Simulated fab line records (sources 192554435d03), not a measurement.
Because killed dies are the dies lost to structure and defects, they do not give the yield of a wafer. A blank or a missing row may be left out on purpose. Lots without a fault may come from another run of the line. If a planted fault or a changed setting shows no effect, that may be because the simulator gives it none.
A lot that was struck, set against a sound lot + flow n5-finfet + 18 out of 1938 route steps
Sound: these wafers, L174.3, L174.5, L174.6. Wafers struck: L170.2, L170.3, L170.4. At the end, the cause is stated.
Each step with rows lists, per side, the tool, then ch with its chambers, then its first start. Under that, the readings that differ: sound wafers + struck wafers + difference of the means + sigmas: that difference in standard deviations of wafers without a fault.
alike: readings with means less than 2 such deviations apart, plus words and numbers identical on both sides. not compared: withheld readings, readings lacking a value on some wafer, bounds such as >300 that could conceal the same value, and numbers that have no deviation in the record and whose values overlap.
The two part at a step that has a row with sigmas, a row that says differs or no value, or rows on one side only. Numbers that don't overlap but have no deviation are shown without sigmas and don't part them. Lack of a reading on every wafer of one side parts them only where that side has two or more wafers.

first, 11 steps without rows for these wafers: N5_BEOL_M0_SAQP_DESCUM_19 (chemistry O2, time 7.9 s); N5_BEOL_M0_SAQP_ETCH_83 (etches SiARC in CF4, target depth 39 nm, time 65 s); N5_BEOL_M0_SAQP_ETCH_84 (etches SOC in N2/H2, target depth 100 nm, overetch 20 nm, time 150 s); N5_BEOL_M0_SAQP_STRIP_80 (strips in N2/H2); N5_BEOL_M0_SAQP_HM_OPEN_112 (chemistry CHF3/O2, target SiO2, stops on a-Si, target depth 12 nm, time 13.5 s); N5_BEOL_M0_SAQP_STRIP_113 (strips in CHF3/O2); N5_BEOL_M0_SAQP_MANDREL_ETCH_20 (etches a-Si in HBr/Cl2, stops on SiNx, target depth 60 nm, bt time 10 s, time 30 s); N5_BEOL_M0_SAQP_STRIP_86 (strips in N2/H2); N5_BEOL_M0_SAQP_STRIP_115 (strips in post etch residue remover, time 60 s); N5_BEOL_M0_SAQP_SRD_93 (time 30 s); N5_BEOL_M0_SAQP_RECESS_114 (chemistry HF/NH3, target SiO2, target depth 14.4 nm, afs cycles 3, sublimation time 60 s).
N5_BEOL_M0_SAQP_SPACER1_ALD_98: deposits SiO2, target thk 12.8 nm, pulse time 1 s, purge time 2 s.
  sound on ald-sin-01 ch 0,3, day 11 07:47; struck on ald-sin-04 ch 0,1, day 10 03:39
| reading                                               | sound          | struck         | difference | sigmas |
|-------------------------------------------------------|----------------|----------------|------------|--------|
| ald-cycles                                            | 138 138 138    | 201 201 201    | +63        |        |
| model.SiO2_of_BEOL_M0_SAQP_SPACER1_ALD_98.thk-nm (nm) | 12.8 12.8 12.8 | 18.6 18.6 18.4 | +5.7       |        |
  alike: chamber-pressure-Torr, heater-power-w, precursor-pulse-height-rel
then, 1 step without rows for these wafers: N5_BEOL_M0_SAQP_SPACER1_ETCHBACK_99 (etches SiO2 in CHF3/O2, target depth 15.4 nm, time 7.7 s).
N5_BEOL_M0_SAQP_MANDREL1_REMOVE_100: chemistry HBr/Cl2/O2, target a-Si, stops on SiNx, bt time 10 s.
  sound on rie-si-01 ch 1,2, day 11 08:21; struck on rie-si-06 ch 0,2,3, day 10 04:13
| reading                                               | sound          | struck         | difference | sigmas |
|-------------------------------------------------------|----------------|----------------|------------|--------|
| model.SiO2_of_BEOL_M0_SAQP_SPACER1_ALD_98.thk-nm (nm) | 7.4 7.4 7.4    | 13.2 13.2 13.2 | +5.8       |        |
| model.BEOL_M0_SAQP.cd-nm (nm)                         | 12.6 12.6 12.8 | 18.4 18.6 18.4 | +5.8       |        |
  alike: drypump-motor-current-A, mfc-cl2-sccm, oes-product-au, throttle-valve-pct
  not compared: rf-hours-counter-h
N5_BEOL_M0_SAQP_CD_MEAS_25: the cd target is 13.1 nm.
  sound on cd-sem-03 ch 0, day 11 08:28; struck on cd-sem-03 ch 0, day 10 04:19
| reading    | sound             | struck            | difference | sigmas |
|------------|-------------------|-------------------|------------|--------|
| cd-nm (nm) | 12.82 12.77 12.73 | 18.32 18.20 18.10 | +5.43      | +23    |
then, 1 step without rows for these wafers: N5_BEOL_M0_SAQP_ETCH_101 (etches SiNx in CH3F/O2, target depth 29.9 nm, time 42.7 s).
N5_BEOL_M4_RC_MEAS_101:
  the record has rows for the sound wafers here (prober-02 ch 0, day 14 09:19) and none for the struck ones
-- a jump in the record: the struck wafers' starts before and after are 7 days apart (it breaks off in module BEOL_M4 and resumes in module PASSIVATION, where the first step shown is number 1936 of the route) --
N5_PASSIVATION_PROBE_49:
  sound on prober-01, day 19 02:16; struck on prober-02, day 16 21:57
| reading                  | sound          | struck         | difference | sigmas      |
|--------------------------|----------------|----------------|------------|-------------|
| defect-limited-yield (%) | 91.2 87.5 91.4 | 0 0 0          | -90        | -53         |
| killed_at_M0_to_M3       | 28 49 31       | 1115 1134 1121 | +1087      | +99 or more |
| killed-at-contacts       | 29 31 25       | 14 7 10        | -18        | -3          |
| killed-dies              | 104 148 102    | 1180 1180 1180 | +1062      | +53         |
| killed-on-rim            | 16 23 14       | 152 152 152    | +134       | +30         |
| sort_bin_5_function (%)  | 4.7 6.6 5.3    | 96.0 96.3 97.3 | +91.0      | +83         |
| sort_bin_8_speed (%)     | 0 0 0.08       | 0 0 0          | +0         | -2          |
| sort-n-pass              | 1076 1032 1077 | 0 0 0          | -1062      | -53         |
| sort-yield-pct (%)       | 91.2 87.5 91.3 | 0 0 0          | -90        | -53         |
  alike: killed_at_M4_up, killed-at-front-end, killed-at-other, killed-open, killed-short, sort_bin_6_memory

## WHERE THEY PART
First at N5_BEOL_M0_SAQP_CD_MEAS_25; last, within this record, at N5_PASSIVATION_PROBE_49.

WHY: what the simulator had put in
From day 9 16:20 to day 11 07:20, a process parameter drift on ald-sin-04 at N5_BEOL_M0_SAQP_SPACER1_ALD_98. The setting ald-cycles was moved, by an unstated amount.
